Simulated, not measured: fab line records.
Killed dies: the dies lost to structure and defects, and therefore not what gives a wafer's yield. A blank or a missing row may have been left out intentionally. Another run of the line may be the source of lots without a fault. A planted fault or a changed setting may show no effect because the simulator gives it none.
Split-lot trial / flow n5_finfet / route with 1938 steps; 7 lots, 39 wafers read

## THE SPLIT ITSELF
At N5_BEOL_M12_SPUTTER_43 (material TaN, target thk 15 nm, time 24.19 s), the setting time_s was moved away from the recipe's 24.19 s on 12 of the 39 wafers read, by -58.0% to +52.8%. For the rest of the wafers, this setting stayed at what the recipe calls for.

## FROM THE SPLIT TO THE READING: what the file shows between them, 4 steps
- N5_BEOL_M12_SPUTTER_44: material Ta, target thk 10 nm, time 16.13 s
- N5_BEOL_M12_SPUTTER_45: material Cu, target thk 80 nm, time 13.33 s
- N5_BEOL_M12_ECD_47: material Cu, target thk 720 nm
- N5_BEOL_M12_ANNEAL_48: time 90 s

## THE READING
barrier_field_endpoint_s, in s, at N5_BEOL_M12_CMP_49 (polishes, stops on SiOC, t overpolish 20.6 s, target thk 320 nm). A value of 30.2 s with a standard deviation of 1.1 s is what fault-free wafers of this fab line usually give.

wafer=L077.1; tool, chamber at the split=pvd_sputter-02, -; time_s as run, s=24.19; against the recipe=recipe; barrier_field_endpoint_s, s=30.2; against lot-mates on the recipe=-
wafer=L077.3; tool, chamber at the split=pvd_sputter-02, -; time_s as run, s=24.19; against the recipe=recipe; barrier_field_endpoint_s, s=30.2; against lot-mates on the recipe=-
wafer=L077.4; tool, chamber at the split=pvd_sputter-02, -; time_s as run, s=10.16; against the recipe=-58.0%; barrier_field_endpoint_s, s=19.8; against lot-mates on the recipe=-10.4
wafer=L077.2; tool, chamber at the split=pvd_sputter-02, -; time_s as run, s=24.19; against the recipe=recipe; barrier_field_endpoint_s, s=30.2; against lot-mates on the recipe=-
wafer=L077.5; tool, chamber at the split=pvd_sputter-02, -; time_s as run, s=10.16; against the recipe=-58.0%; barrier_field_endpoint_s, s=19.5; against lot-mates on the recipe=-10.7
wafer=L077.6; tool, chamber at the split=pvd_sputter-02, -; time_s as run, s=10.16; against the recipe=-58.0%; barrier_field_endpoint_s, s=20.1; against lot-mates on the recipe=-10.1
wafer=L083.1; tool, chamber at the split=pvd_sputter-01, -; time_s as run, s=24.19; against the recipe=recipe; barrier_field_endpoint_s, s=29.7; against lot-mates on the recipe=-
wafer=L083.3; tool, chamber at the split=pvd_sputter-01, -; time_s as run, s=29.58; against the recipe=+22.3%; barrier_field_endpoint_s, s=35.2; against lot-mates on the recipe=+5.2
wafer=L083.4; tool, chamber at the split=pvd_sputter-01, -; time_s as run, s=29.58; against the recipe=+22.3%; barrier_field_endpoint_s, s=36.8; against lot-mates on the recipe=+6.8
wafer=L083.2; tool, chamber at the split=pvd_sputter-01, -; time_s as run, s=24.19; against the recipe=recipe; barrier_field_endpoint_s, s=30.3; against lot-mates on the recipe=-
wafer=L083.5; tool, chamber at the split=pvd_sputter-01, -; time_s as run, s=24.19; against the recipe=recipe; barrier_field_endpoint_s, s=29.9; against lot-mates on the recipe=-
wafer=L083.6; tool, chamber at the split=pvd_sputter-01, -; time_s as run, s=29.58; against the recipe=+22.3%; barrier_field_endpoint_s, s=36.7; against lot-mates on the recipe=+6.7
wafer=L088.4; tool, chamber at the split=pvd_sputter-03, -; time_s as run, s=24.19; against the recipe=recipe; barrier_field_endpoint_s, s=30.2; against lot-mates on the recipe=-
wafer=L088.3; tool, chamber at the split=pvd_sputter-03, -; time_s as run, s=28.18; against the recipe=+16.5%; barrier_field_endpoint_s, s=31.2; against lot-mates on the recipe=+1.8
wafer=L088.1; tool, chamber at the split=pvd_sputter-03, -; time_s as run, s=24.19; against the recipe=recipe; barrier_field_endpoint_s, s=28.5; against lot-mates on the recipe=-
wafer=L088.2; tool, chamber at the split=pvd_sputter-03, -; time_s as run, s=28.18; against the recipe=+16.5%; barrier_field_endpoint_s, s=31.8; against lot-mates on the recipe=+2.4
wafer=L088.6; tool, chamber at the split=pvd_sputter-03, -; time_s as run, s=24.19; against the recipe=recipe; barrier_field_endpoint_s, s=29.4; against lot-mates on the recipe=-
wafer=L088.5; tool, chamber at the split=pvd_sputter-03, -; time_s as run, s=28.18; against the recipe=+16.5%; barrier_field_endpoint_s, s=31.8; against lot-mates on the recipe=+2.4
wafer=L089.3; tool, chamber at the split=pvd_sputter-02, -; time_s as run, s=24.19; against the recipe=recipe; barrier_field_endpoint_s, s=30.3; against lot-mates on the recipe=-
wafer=L089.4; tool, chamber at the split=pvd_sputter-02, -; time_s as run, s=36.96; against the recipe=+52.8%; barrier_field_endpoint_s, s=39.9; against lot-mates on the recipe=+10.1
wafer=L089.2; tool, chamber at the split=pvd_sputter-02, -; time_s as run, s=24.19; against the recipe=recipe; barrier_field_endpoint_s, s=29.6; against lot-mates on the recipe=-
wafer=L089.1; tool, chamber at the split=pvd_sputter-02, -; time_s as run, s=36.96; against the recipe=+52.8%; barrier_field_endpoint_s, s=39.7; against lot-mates on the recipe=+9.9
wafer=L089.5; tool, chamber at the split=pvd_sputter-02, -; time_s as run, s=24.19; against the recipe=recipe; barrier_field_endpoint_s, s=29.5; against lot-mates on the recipe=-
wafer=L089.6; tool, chamber at the split=pvd_sputter-02, -; time_s as run, s=36.96; against the recipe=+52.8%; barrier_field_endpoint_s, s=39.0; against lot-mates on the recipe=+9.2
wafer=L095.4; tool, chamber at the split=pvd_sputter-03, -; time_s as run, s=24.19; against the recipe=recipe; barrier_field_endpoint_s, s=32.0; against lot-mates on the recipe=-
wafer=L095.5; tool, chamber at the split=pvd_sputter-03, -; time_s as run, s=24.19; against the recipe=recipe; barrier_field_endpoint_s, s=31.1; against lot-mates on the recipe=-
wafer=L095.6; tool, chamber at the split=pvd_sputter-03, -; time_s as run, s=24.19; against the recipe=recipe; barrier_field_endpoint_s, s=33.0; against lot-mates on the recipe=-
wafer=L094.3; tool, chamber at the split=pvd_sputter-01, -; time_s as run, s=24.19; against the recipe=recipe; barrier_field_endpoint_s, s=30.4; against lot-mates on the recipe=-
wafer=L094.1; tool, chamber at the split=pvd_sputter-01, -; time_s as run, s=24.19; against the recipe=recipe; barrier_field_endpoint_s, s=29.8; against lot-mates on the recipe=-
wafer=L094.4; tool, chamber at the split=pvd_sputter-01, -; time_s as run, s=24.19; against the recipe=recipe; barrier_field_endpoint_s, s=30.9; against lot-mates on the recipe=-
wafer=L094.2; tool, chamber at the split=pvd_sputter-01, -; time_s as run, s=24.19; against the recipe=recipe; barrier_field_endpoint_s, s=29.6; against lot-mates on the recipe=-
wafer=L094.6; tool, chamber at the split=pvd_sputter-01, -; time_s as run, s=24.19; against the recipe=recipe; barrier_field_endpoint_s, s=30.8; against lot-mates on the recipe=-
wafer=L094.5; tool, chamber at the split=pvd_sputter-01, -; time_s as run, s=24.19; against the recipe=recipe; barrier_field_endpoint_s, s=30.9; against lot-mates on the recipe=-
wafer=L097.4; tool, chamber at the split=pvd_sputter-03, -; time_s as run, s=24.19; against the recipe=recipe; barrier_field_endpoint_s, s=29.4; against lot-mates on the recipe=-
wafer=L097.2; tool, chamber at the split=pvd_sputter-03, -; time_s as run, s=24.19; against the recipe=recipe; barrier_field_endpoint_s, s=30.0; against lot-mates on the recipe=-
wafer=L097.3; tool, chamber at the split=pvd_sputter-03, -; time_s as run, s=24.19; against the recipe=recipe; barrier_field_endpoint_s, s=28.3; against lot-mates on the recipe=-
wafer=L097.1; tool, chamber at the split=pvd_sputter-03, -; time_s as run, s=24.19; against the recipe=recipe; barrier_field_endpoint_s, s=28.6; against lot-mates on the recipe=-
wafer=L097.6; tool, chamber at the split=pvd_sputter-03, -; time_s as run, s=24.19; against the recipe=recipe; barrier_field_endpoint_s, s=29.5; against lot-mates on the recipe=-
wafer=L097.5; tool, chamber at the split=pvd_sputter-03, -; time_s as run, s=24.19; against the recipe=recipe; barrier_field_endpoint_s, s=29.9; against lot-mates on the recipe=-

THE FIT
A straight line over all 39 wafers: barrier_field_endpoint_s changes by +0.181 s for each +1% of time_s; r = +0.97; the points scatter about the line by 1.1 s.
The same after taking each lot's own level away (the mean of its wafers on the recipe; 39 wafers): +0.186 s for each +1%; r = +0.98; scatter 0.84 s.
That fit puts the effect of the largest move of time_s on the reading at 11 s.
Measured against the standard deviation above, the lots' own levels, which go from 29.28 to 32.03 s, span 2.5 times it.
So the lot-to-lot level changes the slope little: the two slopes agree.
Check: with one of the wafers moved furthest among these (-58.0%) left out of the fit, the line predicts -10.8 s for it against its lot-mates. Against them it came out at -10.4 s.

## FURTHER SPLITS ON THESE WAFERS
Other splits were also applied to these wafers ahead of the reading. Each is held against what the fit with the lots' levels taken away leaves over:
other split on the same wafers=N5_BEOL_M2_DESCUM_16 time_s; wafers away from the commonest value=15; r with barrier_field_endpoint_s (lot level and that fit taken away)=-0.26
other split on the same wafers=N5_BEOL_M6_ETCH_62 time_s; wafers away from the commonest value=9; r with barrier_field_endpoint_s (lot level and that fit taken away)=-0.17
other split on the same wafers=N5_BEOL_M7_DEP_56 time_s; wafers away from the commonest value=15; r with barrier_field_endpoint_s (lot level and that fit taken away)=+0.00

## THE WHOLE CHAIN: every reading that the file lists as answering this split, in the file's order
step=N5_BEOL_M12_SPUTTER_43; what it does=material TaN, target thk 15 nm, time 24.19 s; reading=TaN_of_BEOL_M12_SPUTTER_43.thk_nm (the simulator's own value, which no gauge read); change (the file's fit)=+0.149 nm for each +1% of the setting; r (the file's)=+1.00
step=N5_BEOL_M12_CMP_49; what it does=polishes, stops on SiOC, t overpolish 20.6 s, target thk 320 nm; reading=barrier_field_endpoint_s; change (the file's fit)=+0.187 s for each +1% of the setting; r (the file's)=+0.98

## FILE'S OWN FIT
barrier_field_endpoint_s changes by +0.187 s for each +1% of time_s, r = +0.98.
